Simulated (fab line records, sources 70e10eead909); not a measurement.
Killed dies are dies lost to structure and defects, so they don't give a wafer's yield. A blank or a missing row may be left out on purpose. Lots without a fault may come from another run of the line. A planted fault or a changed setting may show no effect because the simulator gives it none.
A struck lot beside a sound one | flow nand_harc | 14 steps out of a route of 1159
Sound: wafers L885.2, L885.4, L885.6. Struck: wafers L886.1, L886.2, L886.3. The cause comes at the end.
At each step with rows: each side's tool, then ch and its chambers, then its first start. Under that, the readings that differ: sound wafers | struck wafers | difference of the means | sigmas: that difference in standard deviations of wafers without a fault.
alike: readings whose means differ by less than 2 such deviations, and words and numbers that are the same on both sides. not compared: withheld readings, readings that some wafer has no value for, bounds like >300 that may hide the same value, and numbers for which the record gives no deviation and whose values overlap.
The two part at a step that has a row with sigmas, a row that says differs or no value, or rows on one side only. Numbers that don't overlap but have no deviation are shown without sigmas and don't part them. A reading that every wafer of one side lacks parts them only if that side has two wafers or more.

NHARC_P_GATE_STRIP_95: strips in O2.
  sound on plasma_asher-02 ch 0,1, day 6 16:13; struck on plasma_asher-01 ch 0,1, day 6 21:25
  alike: drypump_motor_current_A, heater_power_w
  not compared: rf_hours_counter_h
then, 1 step without rows for these wafers: NHARC_P_GATE_STRIP_96 (strips in SPM, time 900 s).
NHARC_P_GATE_RTA_64: time 1 s.
  sound on rtp_anneal-02 ch 0, day 6 16:49; struck on rtp_anneal-01 ch 0, day 6 21:58
  reading            | sound          | struck         | difference | sigmas
  lamp_power_pct (%) | 34.9 34.9 34.9 | 37.9 38.0 37.9 | +3.0       | +2
  alike: wafer_temp_C_max
then, 1 step without rows for these wafers: NHARC_P_GATE_ETCH_77 (etches SiO2 in dHF, target depth 6 nm).
NHARC_P_GATE_DEGAS_109: time 60 s.
  sound on pvd_sputter-02, day 6 17:05; struck on pvd_sputter-01, day 6 22:17
  alike: heater_power_w, susceptor_temp_C
then, 3 steps without rows for these wafers: NHARC_P_GATE_PRE_CLEAN_110 (time 30 s); NHARC_P_GATE_SPUTTER_78 (material Ni, target thk 10 nm); NHARC_P_GATE_SPUTTER_79 (material TiN, target thk 10 nm).
NHARC_P_GATE_RTA_80: time 30 s.
  sound on rtp_anneal-01 ch 0, day 6 17:25; struck on rtp_anneal-02 ch 0, day 6 22:35
  reading            | sound          | struck         | difference | sigmas
  lamp_power_pct (%) | 2.26 2.27 2.27 | 2.08 2.08 2.08 | -0.19      | -2
  alike: wafer_temp_C_max
then, 1 step without rows for these wafers: NHARC_P_GATE_STRIP_67 (strips in SPM, time 600 s).
NHARC_P_GATE_RTA_82: time 30 s.
  sound on rtp_anneal-02 ch 0, day 6 17:52; struck on rtp_anneal-02 ch 0, day 6 23:04
  alike: lamp_power_pct, wafer_temp_C_max
NHARC_P_GATE_INSPECT_68:
  sound on defect_inspect-01, day 6 18:02; struck on defect_inspect-01, day 6 23:16
  alike: raw_defect_count
NHARC_P_CONTACT_DEP_30: deposits SiNx, target thk 30 nm.
  sound on pecvd-01 ch 0,1,2, day 6 18:17; struck on pecvd-02 ch 0,1,2, day 7 00:00
  alike: heater_power_outer_w, heater_power_w, susceptor_temp_C
then, 1 step without rows for these wafers: NHARC_P_CONTACT_DEP_00 (deposits SiO2, target thk 500 nm).

WHERE THEY PART
First at NHARC_P_GATE_RTA_64; last, within this record, at NHARC_P_GATE_RTA_80. Later steps at which nothing parts them and some readings are alike: NHARC_P_GATE_RTA_82, NHARC_P_GATE_INSPECT_68, NHARC_P_CONTACT_DEP_30.

WHY: what the simulator had put in
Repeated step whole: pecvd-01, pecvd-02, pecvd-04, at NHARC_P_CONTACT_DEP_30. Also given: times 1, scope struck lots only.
